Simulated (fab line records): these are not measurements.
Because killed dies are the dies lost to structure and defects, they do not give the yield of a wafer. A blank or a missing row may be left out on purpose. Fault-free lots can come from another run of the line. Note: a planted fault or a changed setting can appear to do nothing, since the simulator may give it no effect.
2 desks looking at one fault	flow n5_finfet	every desk sees just its own numbers, and what lay behind them comes last

## FOR THE TOOL OWNER'S DESK: implanter-01
The tool's own readings at N5_WELL_APT_IMPLANT_15, given as means over the sampled wafers that have a number, one for each lot that went through this tool. A lot is out of limits, marked OUT, if its mean lies more than 4 standard deviations from the usual mean; the brackets give that distance.
Columns: A = dose_ions_cm2 at N5_WELL_APT_IMPLANT_15, usual 1.4996e+13; B = faraday_current_uA at N5_WELL_APT_IMPLANT_15, usual 191
lot	first seen here	A	B
L316	day 1 20:56	1.5011e+13	190
L322	day 3 08:20	1.5007e+13	194
L325	day 4 02:21	1.4996e+13	188
L332	day 5 20:18	9.3333e+12 (-99 or more) OUT	118 (-21) OUT
L334	day 6 07:59	9.3623e+12 (-99 or more) OUT	118 (-21) OUT
L336	day 6 20:05	9.3670e+12 (-99 or more) OUT	119 (-21) OUT
This desk's verdict: out of limits on L332, L334, L336, starting with L332 at day 5 20:18 (dose_ions_cm2 at N5_WELL_APT_IMPLANT_15). Within limits: L316, L322, L325.

## FROM THE METROLOGY DESK
What the gauges read, lot by lot, whatever tool the lot ran on: means of the sampled wafers that have a number. A lot is out of limits, marked OUT, if its mean lies more than 4 standard deviations from the usual mean; the brackets give that distance. Of its 11 readings 7 are shown: the one that was out of limits first, and those that lie furthest out on some lot.
Columns: A = CJ_P at N5_BEOL_M4_RC_MEAS_101, usual 5.78; B = DIBL_N at N5_BEOL_M4_RC_MEAS_101, usual 36.3 mV/V; C = DIBL_P at N5_BEOL_M4_RC_MEAS_101, usual 36.2 mV/V; D = IOFF_N at N5_BEOL_M4_RC_MEAS_101, usual 0.160 nA/um; E = IOFF_P at N5_BEOL_M4_RC_MEAS_101, usual 0.21 nA/um; F = ION_N at N5_BEOL_M4_RC_MEAS_101, usual 677 uA/um; G = SS_N at N5_BEOL_M4_RC_MEAS_101, usual 71.5 mV/dec
lot	first seen here	A	B	C	D	E	F	G
L316	day 8 00:02	5.72	36.0	35.6	0.157	0.21	679	70.7
L319	day 9 08:10	5.71	34.1	34.1	0.130	0.16	669	70.8
L322	day 9 17:41	5.58	36.4	38.6	0.190	0.24	688	71.4
L323	day 10 06:52	5.76	35.6	34.2	0.148	0.22	661	71.6
L325	day 10 22:34	5.89	35.9	38.0	0.159	0.20	681	71.9
L334	day 12 16:40	4.67 (-6.2) OUT	37.2	36.5	0.177	0.25	685	71.5
L335	day 13 12:14	5.59	32.8	30.9	0.112	0.15	668	70.5
L336	day 13 12:34	4.58 (-6.7) OUT	34.5	35.0	0.138	0.20	667	71.1
L337	day 13 18:03	5.75	36.1	34.9	0.161	0.21	683	71.2
This desk's result: L334, L336 out of limits, first on L334 (CJ_P at N5_BEOL_M4_RC_MEAS_101), day 12 16:40. Within limits: L316, L319, L322, L323, L325, L335, L337.

## BROUGHT TOGETHER
On L332, L334, L336, at day 5 20:18, an alarm was possible from the tool owner's desk.
On L334, L336, the metrology desk was in a position to raise an alarm at day 12 16:40.
The metrology desk has no number on record for L332.
All the named lots went through N5_WELL_APT_IMPLANT_15 on implanter-01.

## WHAT THE SIMULATOR PUT IN
Process parameters drifting: implanter-01 at N5_WELL_APT_IMPLANT_15, beginning at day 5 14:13. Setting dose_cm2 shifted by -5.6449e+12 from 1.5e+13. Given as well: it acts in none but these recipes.
Lots struck among those shown: L332, L334, L336.
Hours from the fault's start to each desk's first reading out of limits: the tool owner's desk, 6; the metrology desk, 170.
